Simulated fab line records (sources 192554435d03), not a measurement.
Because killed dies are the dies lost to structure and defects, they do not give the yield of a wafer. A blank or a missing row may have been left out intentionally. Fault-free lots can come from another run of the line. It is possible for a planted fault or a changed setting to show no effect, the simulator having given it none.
fab line records	flow n5-finfet
record lots=10	wafers=29	last-day=17
route steps=1938 shown BEOL_M12@1639 BEOL_M13@1659 PASSIVATION@1936
lots that met no fault: from a run of the same line without faults
start-h: the number of hours between the record's first day and the start of the first shown wafer of the lot	wait-h: hours elapsed since this lot's preceding step	" the same as in the row above	L1.1+2: a single row standing in for several wafers	- no value, or no start was given	* or withheld: withheld	< > ~ a bound
route shown NAME@n: names a module that has steps shown in the file, with the first one's number in the route	usual: the fault-free wafers' mean and standard deviation	same: alike in all rows	chamber/n: place in a boat	sites: readings site by site	_std_site: their standard deviation	_edge_site: outer sites' mean less inner sites'	radius-mm: how far each site lies from the wafer's centre	mask NAME#n: copy n	behind: the tool/chamber that last shaped the wafer	hold: what put the lot on hold/how long, in hours/how the hold closed	device: names the non-switching transistor (n, p or np)	end of line: the route-end tests of the same wafers	a step without rows: its recipe alone	killed: the dies lost at the first sort to structure and to defects; this is not the yield of the wafer	map: shows each die of a wafer: x if killed, . if not, _ if none is there
set.NAME: the setting that was run; set.NAME@STEP: the one run at that earlier step	model.NAME: the simulator's own value behind a step, which no gauge read
route steps across a sampled set of lots; one table per step, one row per wafer
services: when a tool's chamber went out of use (start-h, in hours from the record's first day, below 0 if earlier), for how many hours, and the reason
## steps
# step N5_BEOL_M12_TRENCH_ETCH_34
# recipe chemistry=C4F8/O2/Ar	target=SiOC	target-depth-a=3189.5	mask-material=SOC	pressure-mtorr=30	source-w=3000	bias-w=700	Ar_flow_sccm=400	C4F8_flow_sccm=15	O2_flow_sccm=8	he-inner-torr=15	he-outer-torr=30	time-s=125.5	ion-energy-ev=250
# usual drypump-motor-current-A=5.5/0.38	he-outer-torr=30.01/0.063	oes-product-au=0.82/0.082	rf-fwd-power-W=2990/9.1	rf-vpp-V=666/3.9	showerhead-plenum-p-Torr=3.44/0.14	throttle-valve-pct=24.17/0.3
lot.wafer	tool	chamber	start-h	wait-h	drypump-motor-current-A	he-outer-torr	oes-product-au	rf-fwd-power-W	rf-hours-counter-h	rf-vpp-V	showerhead-plenum-p-Torr	throttle-valve-pct
L862.3	rie-diel-04	2	244.75	0.0	5.7	30.00	0.93	2996	5	667	3.52	24.50
L862.5	"	3	"	"	5.1	30.02	0.89	2968	-	669	3.48	23.62
L862.6	"	2	"	"	5.7	29.91	0.95	3006	-	667	3.52	24.51
L861.1	rie-diel-01	3	245.36	0.0	5.9	30.07	0.69	2983	222	668	3.51	24.27
L861.2	"	2	"	"	5.4	30.00	0.81	2982	95	666	3.45	24.16
L861.5	"	3	"	"	5.9	30.11	0.69	2976	-	668	3.51	24.28
L860.2	rie-diel-04	0	245.69	0.0	6.1	30.00	0.87	2976	36	667	3.52	24.18
L860.4	"	2	"	"	5.7	29.97	0.94	3012	5	667	3.52	24.51
L860.5	"	2	"	"	5.7	30.04	0.94	2996	-	669	3.52	24.51
L864.2	rie-diel-04	1	263.48	0.0	5.6	30.10	0.93	2976	23	671	3.65	24.18
L864.3	"	0	"	"	6.0	29.97	0.86	2988	44	667	3.52	24.19
L864.4	"	3	"	"	5.1	29.99	0.87	2986	33	667	3.47	23.63
L868.2	rie-diel-01	1	281.45	0.0	5.2	29.96	0.72	2971	185	664	3.39	24.31
L868.3	"	2	"	"	5.4	29.91	0.80	2984	103	666	3.44	24.17
L870.2	rie-diel-05	1	287.06	0.0	5.6	30.11	0.76	2989	114	663	3.32	24.10
L870.3	"	3	"	"	5.0	30.00	0.95	2983	1	668	3.47	23.78
L870.4	"	0	"	"	4.9	29.93	0.68	2978	233	659	3.22	24.22
L875.1	rie-diel-04	1	335.56	0.0	5.6	30.02	0.90	2991	46	671	3.64	24.24
L875.4	"	3	"	"	5.1	30.07	0.83	2989	60	667	3.46	23.67
L875.6	"	0	"	"	6.0	30.03	0.83	2993	-	665	3.50	24.23
L878.2	rie-diel-04	1	352.28	0.0	5.6	29.98	0.89	3001	52	671	3.64	24.23
L878.4	"	0	"	"	6.0	30.16	0.81	2994	73	667	3.50	24.23
L878.6	"	2	"	"	5.7	30.02	0.85	2995	-	668	3.50	24.55
L881.1	rie-diel-04	2	373.01	0.0	5.7	29.87	0.84	3010	54	667	3.50	24.56
L881.2	"	0	"	"	6.0	29.95	0.80	2990	80	668	3.50	24.24
L881.5	"	3	"	"	5.1	30.00	0.80	3016	-	668	3.45	23.69
L883.3	rie-diel-04	3	375.18	0.0	5.1	30.05	0.80	2985	75	667	3.45	23.68
L883.5	"	1	"	"	5.6	29.93	0.87	2984	-	671	3.63	24.23
L883.6	"	2	"	"	5.7	30.06	0.84	2985	-	667	3.50	24.58
# step N5_BEOL_M12_THK_MEAS_50
# recipe thk-meas-gauge=xrf	reads=Cu_of_BEOL_M12_ECD_47
# usual M12_THK=314/5.5
lot.wafer	tool	chamber	start-h	wait-h	M12_THK[nm]
L862.3	film-metro-01	-	250.09	-	304
L862.5	"	-	"	"	314
L862.6	"	-	"	"	309
L861.1	film-metro-01	-	252.32	-	307
L861.2	"	-	"	"	308
L861.5	"	-	"	"	308
L860.2	film-metro-01	-	255.52	-	315
L860.4	"	-	"	"	311
L860.5	"	-	"	"	309
L864.2	film-metro-02	-	267.59	-	323
L864.3	"	-	"	"	320
L864.4	"	-	"	"	323
L868.2	film-metro-02	-	283.58	-	312
L868.3	"	-	"	"	312
L870.2	film-metro-02	-	290.46	-	312
L870.3	"	-	"	"	312
L870.4	"	-	"	"	318
L875.1	film-metro-01	-	339.29	-	321
L875.4	"	-	"	"	321
L875.6	"	-	"	"	315
L878.2	film-metro-01	-	354.19	-	320
L878.4	"	-	"	"	311
L878.6	"	-	"	"	311
L881.1	film-metro-02	-	376.26	-	312
L881.2	"	-	"	"	315
L881.5	"	-	"	"	318
L883.3	film-metro-01	-	378.36	-	313
L883.5	"	-	"	"	315
L883.6	"	-	"	"	314
# step N5_BEOL_M13_ILD_DEP_00
# recipe material=SiOC	target-thk-a=8379.2	temp-c=350	precursor=DEMS/O2	pressure-torr=5	rf-w=500	time-s=166.4
# usual heater-power-w=472/53	rf-fwd-power-W=498.0/1.5	showerhead-plenum-p-Torr=5.693/0.016	throttle-valve-pct=12.2/0.61
lot.wafer	tool	chamber	start-h	wait-h	heater-power-w	rf-fwd-power-W	showerhead-plenum-p-Torr	throttle-valve-pct
L862.3	pecvd-03	0	250.27	0.0	515	496.7	5.684	13.1
L862.5	"	1	"	"	446	496.2	5.678	12.2
L862.6	"	2	"	"	511	494.3	5.719	11.4
L861.1	pecvd-03	0	252.51	0.0	448	498.6	5.679	13.3
L861.2	"	1	"	"	447	498.5	5.693	11.8
L861.5	"	1	"	"	461	500.6	5.696	11.9
L860.2	pecvd-04	2	255.71	0.0	523	496.0	5.677	11.6
L860.4	"	0	"	"	548	498.1	5.679	13.1
L860.5	"	2	"	"	428	496.9	5.673	11.4
L864.2	pecvd-01	2	267.77	0.0	400	497.8	5.683	11.7
L864.3	"	2	"	"	423	496.2	5.683	12.0
L864.4	"	1	"	"	451	499.3	5.716	12.0
L868.2	pecvd-03	1	283.79	0.0	388	497.4	5.675	12.0
L868.3	"	0	"	"	519	500.7	5.688	13.1
L870.2	pecvd-01	1	290.64	0.0	426	497.8	5.708	12.0
L870.3	"	2	"	"	417	498.1	5.693	11.7
L870.4	"	1	"	"	448	499.3	5.719	11.7
L875.1	pecvd-04	2	339.48	0.0	483	497.5	5.684	11.1
L875.4	"	1	"	"	416	495.1	5.688	12.5
L875.6	"	2	"	"	514	496.6	5.690	11.7
L878.2	pecvd-04	1	354.38	0.0	519	496.2	5.705	12.3
L878.4	"	0	"	"	448	498.6	5.686	12.7
L878.6	"	2	"	"	496	495.5	5.676	11.6
L881.1	pecvd-04	0	376.45	0.0	527	499.7	5.691	12.9
L881.2	"	2	"	"	503	499.6	5.693	11.5
L881.5	"	1	"	"	519	499.0	5.704	12.7
L883.3	pecvd-01	0	378.55	0.0	446	498.9	5.712	11.4
L883.5	"	0	"	"	463	498.9	5.706	11.3
L883.6	"	1	"	"	376	499.5	5.707	12.1
# step N5_BEOL_M13_ETCH_59
# recipe chemistry=N2/H2	target=BARC	target-depth-a=890	overetch-a=267	time-s=67.9	ion-energy-ev=200	pressure-mtorr=30	source-w=840	bias-w=150	n2-flow-sccm=200	h2-flow-sccm=200
# usual drypump-motor-current-A=5.9/0.46	oes-product-au=0.69/0.066	rf-fwd-power-W=832.5/2.6	rf-vpp-V=523.6/2.2	run-length-s=91.1/0.41	showerhead-plenum-p-Torr=2.53/0.077	throttle-valve-pct=17.8/0.33
lot.wafer	tool	chamber	start-h	wait-h	drypump-motor-current-A	oes-product-au	rf-fwd-power-W	rf-hours-counter-h	rf-vpp-V	run-length-s	showerhead-plenum-p-Torr	throttle-valve-pct
L862.3	rie-diel-03	3	251.16	0.0	5.7	0.59	833.2	237	525.6	91.5	2.61	18.2
L862.5	"	1	"	"	5.7	0.63	828.7	-	519.9	91.8	2.39	17.9
L862.6	"	2	"	"	6.6	0.76	835.0	-	525.4	90.8	2.57	17.4
L861.1	rie-diel-03	1	253.21	0.0	5.7	0.62	833.9	197	520.2	91.6	2.39	17.9
L861.2	"	2	"	"	6.6	0.77	834.3	33	523.3	91.5	2.57	17.4
L861.5	"	0	"	"	6.2	0.78	839.7	-	524.2	91.5	2.50	17.5
L860.2	rie-diel-03	1	256.28	0.0	5.6	0.62	829.9	198	521.3	91.4	2.39	17.9
L860.4	"	0	"	"	6.2	0.79	833.5	24	522.2	91.5	2.50	17.5
L860.5	"	2	"	"	6.6	0.77	833.2	-	524.4	90.9	2.57	17.4
L864.2	rie-diel-02	0	268.54	0.0	6.3	0.58	832.3	238	524.5	91.0	2.59	17.6
L864.3	"	1	"	"	6.6	0.67	835.1	118	524.0	91.2	2.55	17.7
L864.4	"	2	"	"	6.1	0.78	832.3	22	521.9	91.2	2.52	18.2
L868.2	rie-diel-06	0	284.38	0.0	6.1	0.67	831.9	111	524.3	90.8	2.57	18.1
L868.3	"	1	"	"	5.5	0.75	835.5	38	522.3	90.9	2.50	17.8
L870.2	rie-diel-03	2	291.35	0.0	6.6	0.74	836.1	46	524.9	91.2	2.56	17.4
L870.3	"	3	"	"	5.7	0.57	830.0	248	526.2	91.6	2.61	18.2
L870.4	"	1	"	"	5.7	0.61	833.3	-	520.9	91.4	2.38	17.9
L875.1	rie-diel-03	3	340.06	0.0	5.7	0.79	834.6	9	525.5	91.6	2.60	17.8
L875.4	"	2	"	"	6.7	0.73	832.9	61	525.1	91.3	2.56	17.4
L875.6	"	0	"	"	6.2	0.75	835.8	-	521.1	91.0	2.49	17.6
L878.2	rie-diel-03	3	354.96	0.0	5.7	0.78	833.9	13	525.9	92.0	2.60	17.8
L878.4	"	0	"	"	6.2	0.78	-	55	522.4	87.9	2.49	17.6
L878.6	"	0	"	"	6.2	0.78	-	-	522.0	87.8	2.48	17.6
L881.1	rie-diel-03	0	377.14	0.0	6.2	0.77	-	62	521.7	87.7	2.48	17.6
L881.2	"	3	"	"	5.7	0.76	833.0	19	525.5	91.7	2.60	17.8
L881.5	"	3	"	"	5.7	0.77	831.9	-	525.5	91.4	2.60	17.8
L883.3	rie-diel-02	3	379.60	0.0	5.3	0.67	831.5	117	522.4	91.2	2.45	17.7
L883.5	"	3	"	"	5.3	0.66	828.7	-	521.7	91.4	2.45	17.7
L883.6	"	2	"	"	6.2	0.73	832.7	-	521.8	91.7	2.51	18.2
# step N5_PASSIVATION_PROBE_49
# usual defect-limited-yield=91.1/1.6	killed_at_M0_to_M3=35/11	killed_at_M4_up=13/5.4	killed-at-contacts=13/6.5	killed-at-front-end=40/14	killed-at-other=4/3.1	killed-dies=105/18	killed-on-rim=14/4.1	killed-open=69/14	killed-short=34/7.3	sort_bin_5_function=5.2/0.96	sort_bin_6_memory=3.4/0.77	sort_bin_8_speed=0.02/0.13	sort-n-pass=1075/19
# same gross-dies=1180	killed-at-back-side=0	sort_bin_4_leakage[%]=0
lot.wafer	tool	chamber	start-h	wait-h	defect-limited-yield[%]	killed_at_M0_to_M3	killed_at_M4_up	killed-at-contacts	killed-at-front-end	killed-at-other	killed-dies	killed-on-rim	killed-open	killed-short	sort_bin_5_function[%]	sort_bin_6_memory[%]	sort_bin_8_speed[%]	sort-n-pass
L862.3	prober-01	-	281.69	0.1	93.9	31	12	5	21	3	72	9	46	20	4.2	1.7	0	1108
L862.5	prober-01	-	281.79	0.2	93.6	28	10	3	33	1	75	13	46	28	3.1	2.9	0	1105
L862.6	prober-01	-	281.84	0.3	91.5	40	3	14	35	8	100	10	62	38	5.2	2.8	0	1080
L861.1	prober-02	-	285.32	0.1	90.0	53	21	13	28	3	118	12	87	30	5.4	4.4	0	1062
L861.2	prober-02	-	285.37	0.2	90.4	43	16	7	43	4	113	18	70	41	5.5	3.9	0	1067
L861.5	prober-02	-	285.52	0.3	90.8	57	5	8	36	3	109	17	72	35	5.1	3.8	0	1071
L860.2	prober-01	-	289.68	0.1	90.3	58	13	9	32	3	115	25	66	45	5.3	4.0	0	1065
L860.4	prober-01	-	289.78	0.2	91.7	35	16	7	32	8	98	14	60	37	5.3	2.9	0	1082
L860.5	prober-01	-	289.83	0.2	92.1	20	11	11	46	5	93	15	57	29	4.7	2.6	0	1087
L864.2	prober-02	-	303.55	0.1	93.2	32	18	2	27	1	80	4	53	26	3.2	3.3	0	1100
L864.3	prober-02	-	303.60	0.1	93.7	37	8	2	26	1	74	11	42	32	3.4	2.8	0	1106
L864.4	prober-02	-	303.65	0.2	88.9	49	11	12	55	4	131	16	97	33	6.0	4.8	0	1049
L870.2	prober-01	-	328.54	0.1	89.6	51	16	12	39	5	123	16	79	41	6.4	4.0	0	1057
L870.3	prober-01	-	328.59	0.1	88.4	45	25	14	39	14	137	16	86	48	5.5	5.3	0	1043
L870.4	prober-01	-	328.64	0.2	90.3	25	27	21	39	3	115	21	78	36	5.6	3.6	0	1065
L878.4	prober-02	-	387.56	0.2	89.2	44	7	8	58	10	127	17	75	34	5.9	3.3	0	1053
L881.1	prober-01	-	415.66	0.0	91.1	29	14	19	39	4	105	17	66	36	4.8	3.6	0	1075
L881.2	prober-01	-	415.71	0.1	92.4	35	9	5	39	2	90	9	64	26	4.5	3.0	0	1090
L881.5	prober-01	-	415.86	0.2	92.6	27	8	14	29	9	87	12	55	32	4.2	3.1	0	1093
# killed by level:class
L862.3 BEOL_M0_SAQP:geometric-particle:open=11 BEOL_M0_SAQP:geometric-particle:short=7 FIN_SAQP:geometric-particle:open=5 MOL_CONTACT_COAG:geometric-particle:open=4 BEOL_M1:geometric-particle:open=4 FIN_SAQP:geometric-particle:short=3 DUMMY_GATE:geometric-particle:open=3 BEOL_M2:geometric-particle:open=3
L862.5 BEOL_M0_SAQP:geometric-particle:short=9 BEOL_M2:geometric-particle:open=7 BEOL_M0_SAQP:geometric-particle:open=6 BEOL_M5:geometric-particle:open=5 STI_FIN_REVEAL:geometric-particle:open=5 FIN_SAQP:geometric-particle:open=4 STARTING-WAFER:geometric-particle:short=4 DUMMY_GATE:geometric-particle:open=3
L862.6 BEOL_M1:geometric-particle:open=13 MOL_CONTACT_COAG:geometric-particle:open=10 BEOL_M2:geometric-particle:open=7 STI_FIN_REVEAL:geometric-particle:open=6 FIN_SAQP:geometric-particle:open=5 ILD0:geometric-particle:short=5 BEOL_M0_SAQP:geometric-particle:open=5 BEOL_M0_SAQP:geometric-particle:short=5
L861.1 BEOL_M0_SAQP:geometric-particle:open=16 BEOL_M1:geometric-particle:open=14 MOL_CONTACT_COAG:geometric-particle:open=11 BEOL_M4:geometric-particle:open=11 BEOL_M3:geometric-particle:open=6 STI_FIN_REVEAL:geometric-particle:open=5 BEOL_M1:geometric-particle:short=5 BEOL_M0_SAQP:geometric-particle:short=4
L861.2 BEOL_M1:geometric-particle:open=9 BEOL_M0_SAQP:geometric-particle:short=8 MOL_CONTACT_COAG:geometric-particle:open=7 STI_FIN_REVEAL:geometric-particle:open=6 BEOL_M1:geometric-particle:short=6 DUMMY_GATE:geometric-particle:open=5 GATE_CUT:geometric-particle:open=5 GATE_CUT:geometric-particle:short=5
L861.5 BEOL_M0_SAQP:geometric-particle:open=21 BEOL_M0_SAQP:geometric-particle:short=17 BEOL_M2:geometric-particle:open=7 MOL_CONTACT_COAG:geometric-particle:open=6 BEOL_M1:geometric-particle:open=6 STI_FIN_REVEAL:geometric-particle:open=5 GATE_CUT:geometric-particle:open=5 GATE_CUT:geometric-particle:short=5
L860.2 BEOL_M0_SAQP:geometric-particle:open=21 BEOL_M0_SAQP:geometric-particle:short=21 STI_FIN_REVEAL:geometric-particle:open=12 MOL_CONTACT_COAG:geometric-particle:open=6 BEOL_M5:geometric-particle:open=6 GATE_CUT:geometric-particle:short=4 BEOL_M2:geometric-particle:open=4 FIN_SAQP:geometric-particle:short=3
L860.4 BEOL_M0_SAQP:geometric-particle:short=9 MOL_CONTACT_COAG:geometric-particle:open=7 BEOL_M0_SAQP:geometric-particle:open=6 FIN_SAQP:geometric-particle:open=5 FIN_SAQP:geometric-particle:short=5 DUMMY_GATE:geometric-particle:open=5 BEOL_M1:geometric-particle:open=5 BEOL_M3:geometric-particle:open=5
L860.5 STI_FIN_REVEAL:geometric-particle:open=8 MOL_CONTACT_COAG:geometric-particle:open=8 FIN_SAQP:geometric-particle:open=7 BEOL_M4:geometric-particle:open=7 BEOL_M0_SAQP:geometric-particle:open=6 GATE_CUT:geometric-particle:short=5 ILD0:geometric-particle:short=4 BEOL_M3:geometric-particle:open=4
L864.2 BEOL_M4:geometric-particle:open=14 BEOL_M2:geometric-particle:open=10 FIN_SAQP:geometric-particle:short=6 BEOL_M3:geometric-particle:open=5 STARTING-WAFER:geometric-particle:short=5 STI_FIN_REVEAL:geometric-particle:open=4 DUMMY_GATE:geometric-particle:open=4 BEOL_M0_SAQP:geometric-particle:open=4
L864.3 BEOL_M0_SAQP:geometric-particle:short=17 BEOL_M0_SAQP:geometric-particle:open=8 DUMMY_GATE:geometric-particle:open=6 FIN_SAQP:geometric-particle:open=5 STI_FIN_REVEAL:geometric-particle:open=4 BEOL_M4:geometric-particle:open=4 FIN_SAQP:geometric-particle:short=3 BEOL_M2:geometric-particle:open=3
L864.4 STI_FIN_REVEAL:geometric-particle:open=19 BEOL_M0_SAQP:geometric-particle:open=18 MOL_CONTACT_COAG:geometric-particle:open=10 BEOL_M0_SAQP:geometric-particle:short=9 FIN_SAQP:geometric-particle:open=8 BEOL_M2:geometric-particle:open=7 BEOL_M3:geometric-particle:open=7 DUMMY_GATE:geometric-particle:open=6
L870.2 BEOL_M3:geometric-particle:open=15 BEOL_M0_SAQP:geometric-particle:open=13 MOL_CONTACT_COAG:geometric-particle:open=10 BEOL_M4:geometric-particle:open=9 BEOL_M0_SAQP:geometric-particle:short=8 GATE_CUT:geometric-particle:short=7 FIN_SAQP:geometric-particle:open=5 FIN_SAQP:geometric-particle:short=5
L870.3 BEOL_M4:geometric-particle:open=15 MOL_CONTACT_COAG:geometric-particle:open=12 FIN_SAQP:geometric-particle:open=11 BEOL_M0_SAQP:geometric-particle:short=9 BEOL_M2:geometric-particle:open=9 BEOL_M3:geometric-particle:open=9 GATE_CUT:geometric-particle:short=7 BEOL_M0_SAQP:geometric-particle:open=7
L870.4 BEOL_M4:geometric-particle:open=17 MOL_CONTACT_COAG:geometric-particle:open=15 BEOL_M3:geometric-particle:open=10 FIN_SAQP:geometric-particle:open=9 MOL_CONTACT_COAG:geometric-particle:short=6 BEOL_M4:geometric-particle:short=6 STI_FIN_REVEAL:geometric-particle:open=5 ILD0:geometric-particle:short=5
L878.4 STI_FIN_REVEAL:geometric-particle:open=16 HKMG_FIN:area-etch=12 BEOL_M0_SAQP:geometric-particle:open=11 BEOL_M2:geometric-particle:open=7 FIN_SAQP:geometric-particle:open=7 BEOL_M1:geometric-particle:open=7 BEOL_M3:geometric-particle:open=6 FIN_CUT:area-etch=6
L881.1 MOL_CONTACT_COAG:geometric-particle:open=16 FIN_SAQP:geometric-particle:open=8 STI_FIN_REVEAL:geometric-particle:open=8 BEOL_M0_SAQP:geometric-particle:short=8 GATE_CUT:geometric-particle:short=6 BEOL_M0_SAQP:geometric-particle:open=6 BEOL_M3:geometric-particle:open=5 BEOL_M4:geometric-particle:short=5
L881.2 BEOL_M0_SAQP:geometric-particle:open=9 BEOL_M3:geometric-particle:open=9 FIN_SAQP:geometric-particle:open=7 DUMMY_GATE:geometric-particle:open=7 BEOL_M0_SAQP:geometric-particle:short=7 BEOL_M2:geometric-particle:open=6 MOL_CONTACT_COAG:geometric-particle:open=5 DUMMY_GATE:geometric-particle:short=4
L881.5 MOL_CONTACT_COAG:geometric-particle:open=10 BEOL_M0_SAQP:geometric-particle:short=7 GATE_CUT:geometric-particle:short=6 BEOL_M0_SAQP:geometric-particle:open=6 STI_FIN_REVEAL:geometric-particle:open=5 BEOL_M3:geometric-particle:open=5 BEOL_M4:geometric-particle:open=5 PAD_METAL:geometric-particle:open=5
## services
tool	chamber	start-h	hours	kind
pecvd-03	-	224.03	1.4	repair
rie-diel-05	0	245.48	11.8	repair
rie-diel-01	-	259.93	15.6	pm
rie-diel-06	1	268.83	5.7	repair
rie-diel-01	1	286.84	1.3	repair
rie-diel-03	0	288.35	3.7	repair
pecvd-03	-	290.28	1.3	repair
pecvd-01	0	292.02	5.5	scheduled-down
rie-diel-05	3	295.88	15.1	repair
rie-diel-03	3	298.09	-	clean
rie-diel-03	3	298.09	-	consumable-replace:focus-ring
rie-diel-03	3	298.09	12.6	scheduled-down
rie-diel-03	3	298.09	12.6	vent-cycle
pecvd-01	2	308.92	2.1	scheduled-down
rie-diel-01	0	311.92	8.4	repair
rie-diel-05	0	314.81	2.2	repair
pecvd-01	-	316.89	0.2	repair
pecvd-04	0	327.02	6.8	repair
rie-diel-06	-	351.47	2.8	pm
pecvd-01	2	359.54	16.5	scheduled-down
rie-diel-06	-	371.00	14.6	pm
rie-diel-02	0	376.49	31.0	repair
pecvd-04	2	378.05	2.1	scheduled-down
pecvd-04	-	378.85	0.5	repair
## key
first-sign step=N5_BEOL_M13_ETCH_59	reading=run-length-s	direction=down	sigmas=8	usual=*	struck=*
effect none on later readings
met-at N5_BEOL_M13_ETCH_59
struck-lots L878,L881
struck-wafers L878.4,L878.6,L881.1
baseline-loss step=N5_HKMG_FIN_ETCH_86	wafers=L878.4
not-acting-at N5_BEOL_M12_TRENCH_ETCH_34,N5_BEOL_M12_THK_MEAS_50,N5_BEOL_M13_ILD_DEP_00
onset-between 340.06 354.96
fault kind=process-parameter-drift	tool=rie-diel-03	chamber=-	onset-h=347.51	steps=N5_BEOL_M13_ETCH_59	channel=time-s	offset=*	shape=step	end-h=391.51	scope=struck-wafers-only	acts-in=*	stated=*
# baseline-loss: these wafers lose ten dies or more at that step, a loss of the line's own and not of a fault; the sort's usual values leave them out
